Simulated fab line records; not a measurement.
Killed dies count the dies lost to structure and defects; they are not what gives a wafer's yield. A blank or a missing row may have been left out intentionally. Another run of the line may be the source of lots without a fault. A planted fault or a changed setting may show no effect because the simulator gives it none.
A sampling plan put to the test + flow nand-harc + one fab line, 43 faults that these records tell of, each judged on the records of the lots that it struck
The plan consists of the line's own looks: route steps at which the wafer is read by a gauge or an inspection but not changed. Where struck wafers have a number at a look and the file lists that look's usual mean and standard deviation on fault-free wafers, the look can be judged. Caught: at a look after the fault's first step, the mean of the struck wafers lies 4 or more of those standard deviations (sigma) from the usual mean. On the tool: the identical test, applied to the tool's own readings at the steps of the fault. It also counts as caught if the struck wafers ran another recipe or if their record alone is blank.

THE FAULTS, as the simulator had put them in
1. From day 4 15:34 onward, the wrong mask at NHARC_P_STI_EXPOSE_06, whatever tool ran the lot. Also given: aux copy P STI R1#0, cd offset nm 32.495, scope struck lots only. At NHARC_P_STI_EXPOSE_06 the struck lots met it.
2. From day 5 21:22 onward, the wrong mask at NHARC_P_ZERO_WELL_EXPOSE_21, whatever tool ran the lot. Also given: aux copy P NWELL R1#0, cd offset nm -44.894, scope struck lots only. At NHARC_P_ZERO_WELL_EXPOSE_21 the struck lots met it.
3. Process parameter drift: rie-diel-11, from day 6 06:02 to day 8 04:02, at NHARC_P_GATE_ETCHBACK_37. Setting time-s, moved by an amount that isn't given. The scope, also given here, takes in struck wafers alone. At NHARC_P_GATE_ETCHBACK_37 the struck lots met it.
4. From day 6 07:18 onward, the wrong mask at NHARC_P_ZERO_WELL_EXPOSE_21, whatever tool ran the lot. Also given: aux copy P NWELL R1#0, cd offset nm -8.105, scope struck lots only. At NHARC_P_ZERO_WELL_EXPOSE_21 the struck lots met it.
5. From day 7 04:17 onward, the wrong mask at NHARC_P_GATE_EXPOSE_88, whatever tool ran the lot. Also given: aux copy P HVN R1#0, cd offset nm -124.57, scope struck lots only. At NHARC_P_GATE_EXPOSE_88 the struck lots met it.
6. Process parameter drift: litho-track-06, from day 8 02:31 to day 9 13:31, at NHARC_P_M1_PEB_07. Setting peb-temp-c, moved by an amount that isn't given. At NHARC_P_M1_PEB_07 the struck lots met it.
7. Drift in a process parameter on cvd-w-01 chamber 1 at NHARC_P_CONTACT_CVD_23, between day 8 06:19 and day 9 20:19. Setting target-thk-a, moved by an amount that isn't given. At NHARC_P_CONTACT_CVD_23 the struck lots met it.
8. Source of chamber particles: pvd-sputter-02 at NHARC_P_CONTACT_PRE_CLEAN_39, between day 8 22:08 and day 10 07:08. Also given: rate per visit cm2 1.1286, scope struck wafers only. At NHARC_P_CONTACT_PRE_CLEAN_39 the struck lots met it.
9. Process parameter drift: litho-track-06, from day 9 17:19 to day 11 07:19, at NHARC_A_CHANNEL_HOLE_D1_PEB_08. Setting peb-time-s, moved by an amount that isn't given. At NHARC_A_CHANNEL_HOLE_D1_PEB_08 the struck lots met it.
10. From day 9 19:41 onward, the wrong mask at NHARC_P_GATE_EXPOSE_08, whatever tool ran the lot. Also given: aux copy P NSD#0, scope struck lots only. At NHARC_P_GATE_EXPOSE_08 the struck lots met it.
11. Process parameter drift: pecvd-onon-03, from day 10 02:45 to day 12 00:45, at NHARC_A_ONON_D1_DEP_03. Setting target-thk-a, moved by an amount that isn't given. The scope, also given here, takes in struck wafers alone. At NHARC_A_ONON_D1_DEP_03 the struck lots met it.
12. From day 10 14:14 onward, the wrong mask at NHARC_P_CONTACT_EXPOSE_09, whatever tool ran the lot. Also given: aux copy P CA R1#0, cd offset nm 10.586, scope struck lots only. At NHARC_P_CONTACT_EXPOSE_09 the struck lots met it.
13. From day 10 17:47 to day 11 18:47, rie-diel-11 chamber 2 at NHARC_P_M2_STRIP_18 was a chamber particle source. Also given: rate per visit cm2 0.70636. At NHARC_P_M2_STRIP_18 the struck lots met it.
14. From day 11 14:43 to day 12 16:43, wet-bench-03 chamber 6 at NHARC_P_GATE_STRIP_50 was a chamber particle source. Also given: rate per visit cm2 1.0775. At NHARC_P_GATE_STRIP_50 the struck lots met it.
15. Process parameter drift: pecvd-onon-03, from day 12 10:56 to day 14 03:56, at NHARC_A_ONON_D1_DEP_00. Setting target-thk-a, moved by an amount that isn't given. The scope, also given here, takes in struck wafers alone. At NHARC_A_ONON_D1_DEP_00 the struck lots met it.
16. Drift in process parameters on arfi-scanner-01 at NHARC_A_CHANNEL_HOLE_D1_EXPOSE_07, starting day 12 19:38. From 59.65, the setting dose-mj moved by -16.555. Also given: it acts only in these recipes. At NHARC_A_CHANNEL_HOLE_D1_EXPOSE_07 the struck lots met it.
17. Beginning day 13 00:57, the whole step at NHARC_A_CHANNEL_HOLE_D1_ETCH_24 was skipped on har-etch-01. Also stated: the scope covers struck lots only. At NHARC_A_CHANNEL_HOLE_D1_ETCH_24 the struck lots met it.
18. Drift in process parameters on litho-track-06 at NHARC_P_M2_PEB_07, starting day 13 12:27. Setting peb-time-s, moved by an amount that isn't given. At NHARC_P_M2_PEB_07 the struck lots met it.
19. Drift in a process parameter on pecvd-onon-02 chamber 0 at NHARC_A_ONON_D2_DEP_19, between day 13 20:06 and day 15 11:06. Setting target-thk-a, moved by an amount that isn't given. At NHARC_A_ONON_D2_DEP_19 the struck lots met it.
20. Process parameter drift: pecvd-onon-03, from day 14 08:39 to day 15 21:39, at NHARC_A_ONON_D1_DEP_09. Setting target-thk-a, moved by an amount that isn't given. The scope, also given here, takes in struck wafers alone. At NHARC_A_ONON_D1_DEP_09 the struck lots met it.
21. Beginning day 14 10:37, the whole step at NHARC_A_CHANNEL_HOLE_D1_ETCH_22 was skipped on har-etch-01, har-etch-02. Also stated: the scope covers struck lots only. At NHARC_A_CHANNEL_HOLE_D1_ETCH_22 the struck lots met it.
22. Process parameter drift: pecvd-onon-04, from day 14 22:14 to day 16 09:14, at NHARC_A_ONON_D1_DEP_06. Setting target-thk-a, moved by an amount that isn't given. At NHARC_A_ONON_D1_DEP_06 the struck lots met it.
23. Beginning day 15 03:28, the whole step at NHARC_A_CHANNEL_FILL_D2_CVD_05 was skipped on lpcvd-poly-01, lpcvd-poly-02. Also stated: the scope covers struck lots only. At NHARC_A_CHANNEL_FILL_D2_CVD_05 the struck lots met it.
24. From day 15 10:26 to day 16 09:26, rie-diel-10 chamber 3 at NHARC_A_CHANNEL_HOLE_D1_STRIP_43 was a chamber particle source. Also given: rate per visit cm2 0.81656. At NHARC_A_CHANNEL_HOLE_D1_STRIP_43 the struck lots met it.
25. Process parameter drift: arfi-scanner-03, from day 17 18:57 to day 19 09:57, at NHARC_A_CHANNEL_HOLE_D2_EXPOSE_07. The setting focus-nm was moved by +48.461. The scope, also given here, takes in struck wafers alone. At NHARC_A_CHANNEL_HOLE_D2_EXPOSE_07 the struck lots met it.
26. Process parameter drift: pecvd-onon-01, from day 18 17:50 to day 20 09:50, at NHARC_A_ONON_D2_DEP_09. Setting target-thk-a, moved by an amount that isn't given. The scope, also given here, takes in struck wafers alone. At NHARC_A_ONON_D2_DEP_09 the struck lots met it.
27. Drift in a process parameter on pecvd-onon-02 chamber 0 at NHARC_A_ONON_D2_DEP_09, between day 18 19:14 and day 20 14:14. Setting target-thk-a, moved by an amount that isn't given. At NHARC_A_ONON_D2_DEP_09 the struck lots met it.
28. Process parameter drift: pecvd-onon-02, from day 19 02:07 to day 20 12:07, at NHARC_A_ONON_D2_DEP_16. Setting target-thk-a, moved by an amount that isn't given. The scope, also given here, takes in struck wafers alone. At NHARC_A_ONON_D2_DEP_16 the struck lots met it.
29. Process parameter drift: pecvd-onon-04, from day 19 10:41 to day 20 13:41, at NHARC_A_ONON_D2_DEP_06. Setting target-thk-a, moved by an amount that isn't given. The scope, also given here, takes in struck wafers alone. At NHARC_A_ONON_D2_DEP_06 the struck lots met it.
30. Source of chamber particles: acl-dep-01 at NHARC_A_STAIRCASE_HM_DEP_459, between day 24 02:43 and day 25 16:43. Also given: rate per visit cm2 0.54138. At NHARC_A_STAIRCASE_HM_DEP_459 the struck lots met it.
31. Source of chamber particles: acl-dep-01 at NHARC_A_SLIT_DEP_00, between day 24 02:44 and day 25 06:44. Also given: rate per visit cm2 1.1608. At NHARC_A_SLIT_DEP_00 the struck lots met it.
32. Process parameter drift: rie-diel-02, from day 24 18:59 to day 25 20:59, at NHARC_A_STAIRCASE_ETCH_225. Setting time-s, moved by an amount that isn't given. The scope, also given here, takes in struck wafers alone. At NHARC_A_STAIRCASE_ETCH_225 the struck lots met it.
33. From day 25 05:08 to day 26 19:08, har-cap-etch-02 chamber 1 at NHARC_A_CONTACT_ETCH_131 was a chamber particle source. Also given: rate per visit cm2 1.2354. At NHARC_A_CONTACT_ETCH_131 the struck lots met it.
34. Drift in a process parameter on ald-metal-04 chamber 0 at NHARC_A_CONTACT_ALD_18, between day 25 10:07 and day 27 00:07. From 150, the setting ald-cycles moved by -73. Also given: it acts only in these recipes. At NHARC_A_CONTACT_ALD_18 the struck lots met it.
35. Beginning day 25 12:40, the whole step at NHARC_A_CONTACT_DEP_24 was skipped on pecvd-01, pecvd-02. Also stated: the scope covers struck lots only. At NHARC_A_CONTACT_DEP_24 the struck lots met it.
36. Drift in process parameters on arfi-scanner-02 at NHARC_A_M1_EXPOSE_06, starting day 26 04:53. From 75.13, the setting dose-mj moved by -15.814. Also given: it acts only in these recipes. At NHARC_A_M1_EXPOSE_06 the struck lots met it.
37. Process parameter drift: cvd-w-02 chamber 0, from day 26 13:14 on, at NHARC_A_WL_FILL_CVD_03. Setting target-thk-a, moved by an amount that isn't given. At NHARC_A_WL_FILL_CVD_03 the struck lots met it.
38. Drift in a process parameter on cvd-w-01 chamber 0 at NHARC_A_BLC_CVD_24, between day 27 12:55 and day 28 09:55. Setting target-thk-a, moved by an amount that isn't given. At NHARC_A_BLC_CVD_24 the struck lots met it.
39. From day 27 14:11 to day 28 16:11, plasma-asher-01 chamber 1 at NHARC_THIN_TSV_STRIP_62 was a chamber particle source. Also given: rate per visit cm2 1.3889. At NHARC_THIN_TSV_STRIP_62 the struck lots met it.
40. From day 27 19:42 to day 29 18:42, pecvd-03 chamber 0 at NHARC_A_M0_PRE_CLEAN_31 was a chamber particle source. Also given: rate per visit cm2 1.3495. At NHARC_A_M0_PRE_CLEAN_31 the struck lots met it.
41. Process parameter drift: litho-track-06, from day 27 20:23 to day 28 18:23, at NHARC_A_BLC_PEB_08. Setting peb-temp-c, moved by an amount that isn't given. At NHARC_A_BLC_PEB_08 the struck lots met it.
42. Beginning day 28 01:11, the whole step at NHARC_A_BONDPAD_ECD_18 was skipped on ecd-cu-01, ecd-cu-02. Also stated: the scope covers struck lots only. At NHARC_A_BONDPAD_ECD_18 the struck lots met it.
43. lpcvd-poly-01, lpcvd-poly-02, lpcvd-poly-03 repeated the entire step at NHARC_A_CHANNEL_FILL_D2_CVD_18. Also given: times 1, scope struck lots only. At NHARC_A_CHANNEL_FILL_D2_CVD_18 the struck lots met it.

WHAT THE PLAN SAW
| fault | on the tool itself                               | first look that catches it                      | reading, sigma                                         | median hours from its first step to that look | hours from the fault's start to the first struck lot there | judged looks passed uncaught |
|-------|--------------------------------------------------|-------------------------------------------------|--------------------------------------------------------|-----------------------------------------------|------------------------------------------------------------|------------------------------|
| 1     | no reading that can be judged                    | NHARC_P_STI_CD_MEAS_09                          | cd-nm +9.0                                             | 0.2                                           | 6                                                          | 0                            |
| 2     | no reading that can be judged                    | NHARC_P_ZERO_WELL_CD_MEAS_24                    | cd-nm -16                                              | 0.2                                           | 5                                                          | 0                            |
| 3     | run-length-s +25 sigma                           | NHARC_END_SORT_01                               | killed-at-periphery +99 or beyond                      | 454.0                                         | 446                                                        | 0                            |
| 4     | no reading that can be judged                    | not the one look that can be judged after it    | strongest: cd-nm at NHARC_P_ZERO_WELL_CD_MEAS_24, -2.6 | -                                             | -                                                          | 1                            |
| 5     | no reading that can be judged                    | NHARC_P_GATE_CD_MEAS_91                         | cd-nm -42                                              | 0.2                                           | 2                                                          | 0                            |
| 6     | plate-temp-C +16 sigma                           | NHARC_P_M1_CD_MEAS_09                           | cd-nm +6.1                                             | 0.1                                           | 34                                                         | 0                            |
| 7     | under 2 sigma                                    | not the one look that can be judged after it    | -                                                      | -                                             | -                                                          | 1                            |
| 8     | no reading that can be judged                    | NHARC_END_SORT_01                               | killed-at-periphery +29                                | 441.8                                         | 449                                                        | 3                            |
| 9     | no reading that can be judged                    | NHARC_A_CHANNEL_HOLE_D1_CD_MEAS_10              | cd-nm +5.2                                             | 0.1                                           | 4                                                          | 0                            |
| 10    | no reading that can be judged                    | NHARC_END_SORT_01                               | killed-at-periphery +99 or beyond                      | 469.8                                         | 480                                                        | 0                            |
| 11    | no reading that can be judged                    | NHARC_A_ONON_D1_THK_MEAS_05                     | thk-nm -18                                             | 0.4                                           | 43                                                         | 0                            |
| 12    | no reading that can be judged                    | NHARC_P_CONTACT_CD_MEAS_12                      | cd-nm +15                                              | 0.1                                           | 6                                                          | 0                            |
| 13    | under 2 sigma                                    | NHARC_END_SORT_01                               | killed-at-periphery +36                                | 435.9                                         | 452                                                        | 0                            |
| 14    | only faintly: bath-guard-temp-C +2.2 sigma       | NHARC_P_GATE_INSPECT_68                         | raw-defect-count +9.1                                  | 5.5                                           | 9                                                          | 2                            |
| 15    | under 2 sigma                                    | NHARC_A_ONON_D1_THK_MEAS_02                     | thk-nm +61                                             | 0.5                                           | 27                                                         | 0                            |
| 16    | exposure-dose-mJ-cm2 -99 or beyond sigma         | NHARC_A_CHANNEL_HOLE_D1_CD_MEAS_10              | cd-nm -22                                              | 0.1                                           | 5                                                          | 0                            |
| 17    | the tool's record is blank for the struck wafers | NHARC_A_CHANNEL_HOLE_D1_CD_MEAS_30              | cd-nm -49                                              | 3.4                                           | 7                                                          | 0                            |
| 18    | heater-power-total-W +99 or beyond sigma         | NHARC_P_M2_CD_MEAS_09                           | cd-nm -74                                              | 0.1                                           | 8                                                          | 0                            |
| 19    | under 2 sigma                                    | NHARC_A_ONON_D2_THK_MEAS_21                     | thk-nm +57                                             | 0.5                                           | 14                                                         | 0                            |
| 20    | no reading that can be judged                    | NHARC_A_ONON_D1_THK_MEAS_11                     | thk-nm +7.5                                            | 0.4                                           | 19                                                         | 0                            |
| 21    | the tool's record is blank for the struck wafers | NHARC_A_CHANNEL_HOLE_D1_CD_MEAS_30              | cd-nm -50                                              | 4.6                                           | 5                                                          | 0                            |
| 22    | under 2 sigma                                    | NHARC_A_ONON_D1_THK_MEAS_08                     | thk-nm -10                                             | 0.5                                           | 5                                                          | 0                            |
| 23    | the tool's record is blank for the struck wafers | NHARC_END_WLT_00                                | VT_DECK1_TOP_INNER +99 or beyond                       | 228.5                                         | 225                                                        | 0                            |
| 24    | no reading that can be judged                    | NHARC_A_CHANNEL_HOLE_D1_INSPECT_40              | raw-defect-count +23                                   | 1.1                                           | 7                                                          | 0                            |
| 25    | no reading that can be judged                    | none of the 3 looks that can be judged after it | -                                                      | -                                             | -                                                          | 3                            |
| 26    | no reading that can be judged                    | NHARC_A_ONON_D2_THK_MEAS_11                     | thk-nm +60                                             | 0.4                                           | 8                                                          | 0                            |
| 27    | no reading that can be judged                    | NHARC_A_ONON_D2_THK_MEAS_11                     | thk-nm -46                                             | 0.5                                           | 9                                                          | 0                            |
| 28    | under 2 sigma                                    | NHARC_A_ONON_D2_THK_MEAS_18                     | thk-nm +64                                             | 0.5                                           | 8                                                          | 0                            |
| 29    | under 2 sigma                                    | NHARC_A_ONON_D2_THK_MEAS_08                     | thk-nm -67                                             | 0.5                                           | 11                                                         | 0                            |
| 30    | under 2 sigma                                    | none of the 3 looks that can be judged after it | strongest: killed-dies at NHARC_END_SORT_01, +3.7      | -                                             | -                                                          | 3                            |
| 31    | under 2 sigma                                    | NHARC_A_SLIT_INSPECT_11                         | raw-defect-count +23                                   | 4.4                                           | 15                                                         | 1                            |
| 32    | run-length-s -23 sigma                           | NHARC_END_SORT_01                               | killed-dies +20                                        | 194.8                                         | 202                                                        | 0                            |
| 33    | the tool's record is blank for the struck wafers | none of the 2 looks that can be judged after it | strongest: killed-dies at NHARC_END_SORT_01, +3.5      | -                                             | -                                                          | 2                            |
| 34    | under 2 sigma                                    | NHARC_END_SORT_01                               | killed-dies +36                                        | 50.6                                          | 58                                                         | 0                            |
| 35    | the tool's record is blank for the struck wafers | NHARC_END_SORT_01                               | killed-dies +36                                        | 82.9                                          | 88                                                         | 0                            |
| 36    | exposure-dose-mJ-cm2 -81 sigma                   | NHARC_A_M1_CD_MEAS_09                           | cd-nm -24                                              | 0.1                                           | 3                                                          | 0                            |
| 37    | under 2 sigma                                    | NHARC_END_SORT_01                               | killed-dies +36                                        | 94.6                                          | 97                                                         | 0                            |
| 38    | under 2 sigma                                    | not the one look that can be judged after it    | -                                                      | -                                             | -                                                          | 1                            |
| 39    | under 2 sigma                                    | NHARC_END_SORT_01                               | killed-at-other +61                                    | 15.3                                          | 21                                                         | 0                            |
| 40    | under 2 sigma                                    | NHARC_A_M1_INSPECT_11                           | raw-defect-count +22                                   | 1.4                                           | 8                                                          | 0                            |
| 41    | plate-temp-C -13 sigma                           | NHARC_A_BLC_CD_MEAS_10                          | cd-nm -7.8                                             | 0.1                                           | 1                                                          | 0                            |
| 42    | the tool's record is blank for the struck wafers | NHARC_A_BONDPAD_THK_MEAS_20                     | thk-nm -73                                             | 1.0                                           | 5                                                          | 0                            |
| 43    | under 2 sigma                                    | NHARC_END_SORT_01                               | killed-dies +36                                        | 237.6                                         | -                                                          | 0                            |
Dash: fault not caught, or number not given in these records.

Caught at a look: 37 of 43. Caught on the tool: 13 of 43. By one or the other: 38 of 43.
Caught on the tool alone: fault 33.
Caught at a look alone: faults 1, 2, 5, 8, 9, 10, 11, 12, 13, 14, 15, 19, 20, 22, 24, 26, 27, 28, 29, 31, 34, 37, 39, 40, 43.
Caught by neither: faults 4, 7, 25, 30, 38.

THINNER SAMPLING
If the look that catches a fault measured only every second or every third lot, by lot number, the first struck lot would be measured this late in the worst case:
| fault | struck lots at that look, in order of time | every lot | every second lot | every third lot |
|-------|--------------------------------------------|-----------|------------------|-----------------|
| 1     | L706                                       | 6 h       | may miss it      | may miss it     |
| 2     | L676                                       | 5 h       | may miss it      | may miss it     |
| 3     | L591, L593                                 | 446 h     | may miss all 2   | may miss all 2  |
| 5     | L401                                       | 2 h       | may miss it      | may miss it     |
| 6     | L620, L621                                 | 34 h      | 34 h             | may miss all 2  |
| 8     | L956, L957                                 | 449 h     | 470 h            | may miss all 2  |
| 9     | L759, L760                                 | 4 h       | 6 h              | may miss all 2  |
| 10    | L352                                       | 480 h     | may miss it      | may miss it     |
| 11    | L753                                       | 43 h      | may miss it      | may miss it     |
| 12    | L578                                       | 6 h       | may miss it      | may miss it     |
| 13    | L221                                       | 452 h     | may miss it      | may miss it     |
| 14    | L629, L630                                 | 9 h       | 24 h             | may miss all 2  |
| 15    | L553                                       | 27 h      | may miss it      | may miss it     |
| 16    | L269, L270, L272, L273                     | 5 h       | 12 h             | may miss all 4  |
| 17    | L912, L913                                 | 7 h       | 14 h             | may miss all 2  |
| 18    | L172, L173                                 | 8 h       | 17 h             | may miss all 2  |
| 19    | L990, L992                                 | 14 h      | may miss all 2   | may miss all 2  |
| 20    | L971                                       | 19 h      | may miss it      | may miss it     |
| 21    | L627, L629                                 | 5 h       | may miss all 2   | may miss all 2  |
| 22    | L397, L398                                 | 5 h       | 15 h             | may miss all 2  |
| 23    | L198, L199                                 | 225 h     | 261 h            | may miss all 2  |
| 24    | L203, L202                                 | 7 h       | 10 h             | may miss all 2  |
| 26    | L715, L716, L719                           | 8 h       | 10 h             | may miss all 3  |
| 27    | L746, L747, L749                           | 9 h       | 27 h             | may miss all 3  |
| 28    | L969, L970                                 | 8 h       | 30 h             | may miss all 2  |
| 29    | L220, L221, L222                           | 11 h      | 21 h             | 27 h            |
| 31    | L823, L825                                 | 15 h      | may miss all 2   | may miss all 2  |
| 32    | L839, L840                                 | 202 h     | 214 h            | may miss all 2  |
| 34    | L757, L759                                 | 58 h      | may miss all 2   | may miss all 2  |
| 35    | L629, L630, L631                           | 88 h      | 96 h             | 103 h           |
| 36    | L758, L764                                 | 3 h       | may miss all 2   | may miss all 2  |
| 37    | L451, L450, L454                           | 97 h      | 108 h            | may miss all 3  |
| 39    | L816, L817                                 | 21 h      | 39 h             | may miss all 2  |
| 40    | L650, L651                                 | 8 h       | 10 h             | may miss all 2  |
| 41    | L798, L799                                 | 1 h       | 21 h             | may miss all 2  |
| 42    | L904, L905                                 | 5 h       | 10 h             | may miss all 2  |
Hours count from the start of the fault until the first struck lot that is measured. Since the struck wafers were tested as one group against 4 sigma, a single lot by itself may lie under the limit. Other struck lots may not be in these records.

THE LONGEST TIMED WAY FROM STEP TO LOOK
In fault 10, a median of 469.8 hours elapses between NHARC_P_GATE_EXPOSE_08 and NHARC_END_SORT_01. No look between them can be judged.
